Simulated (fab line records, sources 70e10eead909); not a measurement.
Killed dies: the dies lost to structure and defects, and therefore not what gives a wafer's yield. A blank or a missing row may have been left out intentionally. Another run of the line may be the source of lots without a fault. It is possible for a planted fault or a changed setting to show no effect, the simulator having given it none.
Which tool was responsible? + flow nand harc + 12 lots, 36 wafers sampled, at 5 steps of a route of 1159

== WHAT THE GAUGES SHOWED, per wafer ==
NHARC_A_STAIRCASE_INSPECT_155. Usual: 373 for raw defect count, sd 140.
| lot  | measured     | on                | raw defect count | flag |
|------|--------------|-------------------|------------------|------|
| L406 | day 14 01:14 | defect inspect-01 | 275 306 293      |      |
| L407 | day 14 07:12 | defect inspect-02 | 321 260 262      |      |
| L409 | day 14 07:26 | defect inspect-02 | 275 406 292      |      |
| L408 | day 14 12:19 | defect inspect-02 | 705 316 310      |      |
| L412 | day 15 23:18 | defect inspect-01 | 414 500 443      |      |
| L414 | day 16 00:53 | defect inspect-01 | 492 662 498      |      |
| L413 | day 16 03:38 | defect inspect-02 | 338 416 371      |      |
| L419 | day 16 22:57 | defect inspect-02 | 382 331 252      |      |
| L418 | day 16 23:08 | defect inspect-01 | 449 630 406      |      |
| L420 | day 17 10:33 | defect inspect-02 | 441 473 556      |      |
| L424 | day 18 03:14 | defect inspect-01 | 439 436 668      |      |
| L429 | day 19 17:01 | defect inspect-01 | 283 202 274      |      |

NHARC_END_SORT_01. Usual: killed at array 26, standard deviation 9.7; killed at other 1.0, standard deviation 1.2; killed at periphery 3.9, standard deviation 2.6; killed dies 31, standard deviation 9.7; killed open 3.2, standard deviation 1.8; killed short 2.0, standard deviation 1.3.
| lot  | measured     | on        | killed at array | killed at other | killed at periphery | killed dies | killed open | killed short | flag |
|------|--------------|-----------|-----------------|-----------------|---------------------|-------------|-------------|--------------|------|
| L418 | day 22 00:55 | prober-01 | 19 14 29        | 3 1 2           | 6 8 5               | 28 23 36    | 2 4 4       | 2 3 5        |      |
| L424 | day 23 23:39 | prober-02 | 549 490 487     | 0 0 0           | 7 3 6               | 556 493 493 | 2 1 5       | 2 1 2        | OFF  |
| L429 | day 25 03:33 | prober-02 | 548 558 516     | 0 0 0           | 3 4 4               | 551 562 520 | 3 6 8       | 2 2 2        | OFF  |

== WHAT TOOL EACH LOT RAN ON (gives the tool, then ch and the chambers of the sampled wafers, and finally the start) ==
| lot  | NHARC_A_SGD_CUT_DEP_00          | NHARC_A_SGD_CUT_DESCUM_14          | NHARC_A_SGD_CUT_ETCH_59            |
|------|---------------------------------|------------------------------------|------------------------------------|
| L406 | pecvd-03 ch 0,2, day 14 01:18   | rie diel-04 ch 1,2, day 14 02:05   | rie diel-04 ch 0,2,3, day 14 02:17 |
| L407 | pecvd-03 ch 0,1,2, day 14 07:16 | rie diel-04 ch 0,1,2, day 14 08:11 | rie diel-04 ch 0,1,3, day 14 08:21 |
| L409 | pecvd-02 ch 1,2, day 14 07:31   | rie diel-06 ch 1,2,3, day 14 08:25 | rie diel-06 ch 0,1,2, day 14 08:38 |
| L408 | pecvd-03 ch 0,1, day 14 12:23   | rie diel-10 ch 2,3, day 14 13:10   | rie diel-10 ch 1,2,3, day 14 13:22 |
| L412 | pecvd-02 ch 0,1,2, day 15 23:28 | rie diel-06 ch 2,3, day 16 00:17   | rie diel-06 ch 0,1,2, day 16 00:32 |
| L414 | pecvd-01 ch 1,2, day 16 01:01   | rie diel-04 ch 0,1,3, day 16 01:52 | rie diel-04 ch 0,3, day 16 02:04   |
| L413 | pecvd-02 ch 1,2, day 16 03:43   | rie diel-04 ch 0,2,3, day 16 04:38 | rie diel-04 ch 0,1,3, day 16 04:50 |
| L419 | pecvd-01 ch 0,1,2, day 16 23:07 | rie diel-06 ch 0,3, day 16 23:57   | rie diel-06 ch 0,1,2, day 17 00:13 |
| L418 | pecvd-01 ch 0,2, day 16 23:13   | rie diel-10 ch 1,2, day 17 00:07   | rie diel-10 ch 0,2,3, day 17 00:21 |
| L420 | pecvd-01 ch 0,2, day 17 10:41   | rie diel-10 ch 0,1,2, day 17 11:32 | rie diel-10 ch 0,1,3, day 17 11:58 |
| L424 | pecvd-03 ch 0,1, day 18 03:22   | rie diel-06 ch 1,2, day 18 04:06   | rie diel-06 ch 0,1,3, day 18 04:16 |
| L429 | pecvd-01 ch 0,1, day 19 17:05   | rie diel-06 ch 0,1,3, day 19 17:59 | rie diel-06 ch 1,2, day 19 18:11   |
- NHARC_A_SGD_CUT_DEP_00: deposits SiNx, target thk 50 nm.
- NHARC_A_SGD_CUT_DESCUM_14: chemistry O2, time 3 s.
- NHARC_A_SGD_CUT_ETCH_59: etches the open film in N2/H2, target depth 260 nm, time 406.25 s.

== AS READ BY THE TOOLS THEMSELVES (means over the sampled wafers that have a number; for cases with no such wafer, the mark the record gives instead) ==
NHARC_A_SGD_CUT_DEP_00. Usual: heater power outer w 430 W, standard deviation 47; heater power w 746 W, standard deviation 80.
| lot  | tool     | heater power outer w (W) | heater power w (W) | flag |
|------|----------|--------------------------|--------------------|------|
| L406 | pecvd-03 | 434                      | 794                |      |
| L407 | pecvd-03 | 447                      | 814                |      |
| L409 | pecvd-02 | 463                      | 737                |      |
| L408 | pecvd-03 | 365                      | 714                |      |
| L412 | pecvd-02 | 440                      | 718                |      |
| L414 | pecvd-01 | 449                      | 725                |      |
| L413 | pecvd-02 | 506                      | 790                |      |
| L419 | pecvd-01 | 386                      | 663                |      |
| L418 | pecvd-01 | 418                      | 658                |      |
| L420 | pecvd-01 | 374                      | 606                |      |
| L424 | pecvd-03 | 441                      | 821                |      |
| L429 | pecvd-01 | 445                      | 777                |      |

NHARC_A_SGD_CUT_DESCUM_14. Usual: drypump motor current A 5.5 A, standard deviation 0.56; o2 flow sccm 200.0 sccm, standard deviation 0.58; oes product au 0.997 a.u., standard deviation 0.01; rf vpp V 57.9 V, standard deviation 0.86; showerhead plenum p Torr 1.93 Torr, standard deviation 0.07; throttle valve pct 11.311 %, standard deviation 0.0095.
| lot  | tool        | drypump motor current A (A) | o2 flow sccm (sccm) | oes product au (a.u.) | rf vpp V (V) | showerhead plenum p Torr (Torr) | throttle valve pct (%) | flag |
|------|-------------|-----------------------------|---------------------|-----------------------|--------------|---------------------------------|------------------------|------|
| L406 | rie diel-04 | 5.2                         | 200.0               | 1.000                 | 57.7         | 1.87                            | 11.314                 |      |
| L407 | rie diel-04 | 5.4                         | 199.8               | 0.986                 | 57.7         | 1.92                            | 11.309                 |      |
| L409 | rie diel-06 | 5.6                         | 199.8               | 1.000                 | 58.1         | 1.94                            | 11.310                 |      |
| L408 | rie diel-10 | 6.0                         | 200.0               | 1.005                 | 58.3         | 1.86                            | 11.307                 |      |
| L412 | rie diel-06 | 6.2                         | 200.2               | 0.994                 | 58.2         | 1.90                            | 11.312                 |      |
| L414 | rie diel-04 | 5.7                         | 200.4               | 0.994                 | 57.9         | 1.94                            | 11.309                 |      |
| L413 | rie diel-04 | 5.3                         | 199.4               | 0.999                 | 57.1         | 1.90                            | 11.303                 |      |
| L419 | rie diel-06 | 5.5                         | 199.6               | 0.994                 | 58.1         | 2.00                            | 11.315                 |      |
| L418 | rie diel-10 | 5.7                         | 200.3               | 0.994                 | 58.1         | 1.91                            | 11.307                 |      |
| L420 | rie diel-10 | 5.5                         | 200.1               | 0.990                 | 57.7         | 1.93                            | 11.316                 |      |
| L424 | rie diel-06 | 5.4                         | 199.6               | 0.997                 | 57.8         | 1.93                            | 11.321                 |      |
| L429 | rie diel-06 | 5.4                         | 200.8               | 1.009                 | 57.6         | 1.99                            | 11.314                 |      |

NHARC_A_SGD_CUT_ETCH_59. Usual: drypump motor current A 5.5 A, standard deviation 0.53; oes product au 0.998 a.u., standard deviation 0.01; rf vpp V 431.1 V, standard deviation 2.2; showerhead plenum p Torr 2.06 Torr, standard deviation 0.077; throttle valve pct 14.171 %, standard deviation 0.009.
| lot  | tool        | drypump motor current A (A) | oes product au (a.u.) | rf vpp V (V) | showerhead plenum p Torr (Torr) | throttle valve pct (%) | flag |
|------|-------------|-----------------------------|-----------------------|--------------|---------------------------------|------------------------|------|
| L406 | rie diel-04 | 5.3                         | 0.989                 | 430.6        | 2.02                            | 14.179                 |      |
| L407 | rie diel-04 | 5.7                         | 0.991                 | 431.9        | 2.07                            | 14.167                 |      |
| L409 | rie diel-06 | 5.2                         | 1.001                 | 431.4        | 2.12                            | 14.167                 |      |
| L408 | rie diel-10 | 5.4                         | 1.003                 | 430.8        | 2.04                            | 14.173                 |      |
| L412 | rie diel-06 | 5.2                         | 1.005                 | 432.4        | 2.11                            | 14.173                 |      |
| L414 | rie diel-04 | 5.6                         | 1.004                 | 430.8        | 2.04                            | 14.164                 |      |
| L413 | rie diel-04 | 5.7                         | 0.999                 | 430.7        | 2.07                            | 14.173                 |      |
| L419 | rie diel-06 | 5.2                         | 1.004                 | 432.2        | 2.11                            | 14.170                 |      |
| L418 | rie diel-10 | 5.7                         | 0.986                 | 429.4        | 2.00                            | 14.168                 |      |
| L420 | rie diel-10 | 5.2                         | 1.002                 | 431.0        | 2.06                            | 14.169                 |      |
| L424 | rie diel-06 | 5.4                         | 0.849                 | 432.7        | 2.12                            | 14.170                 | OFF  |
| L429 | rie diel-06 | 5.1                         | 0.866                 | 432.5        | 2.10                            | 14.168                 | OFF  |

== THE ANSWER, worked out from the rows above alone ==
Rule: lot off if the mean of its wafers having a number is beyond 3 standard deviations from the usual mean. Also off: a lot with no number at a reading for which 4 or more lots have one. Any other lot the step has rows for is counted as sound. The gauges are gone through in route order, then the tools' own readings, and for those a lot's mean is taken as printed above. The first step at which some lot is off is used, and at that step the reading that is off furthest; a lot without a number counts as furthest.
Off: L424, L429, at NHARC_END_SORT_01 (killed at array). Neither off nor sound, because the step has no rows for them: L406, L407, L409, L408, L412, L414, L413, L419, L420.
A tool fits if, at a process step before that reading, it ran every lot that is off, and no sound lot after the first of them. Not tried: the gauges at NHARC_END_SORT_01; whatever is off there is also off at NHARC_A_SGD_CUT_ETCH_59, on other tools, and gauge error can't account for it. One candidate fits, namely rie diel-06 at NHARC_A_SGD_CUT_DESCUM_14 and NHARC_A_SGD_CUT_ETCH_59. It ran no sound lot before its first lot that is off in this sample, so the start can't be narrowed down.

== WHAT THE SIMULATOR HAD INSERTED ==
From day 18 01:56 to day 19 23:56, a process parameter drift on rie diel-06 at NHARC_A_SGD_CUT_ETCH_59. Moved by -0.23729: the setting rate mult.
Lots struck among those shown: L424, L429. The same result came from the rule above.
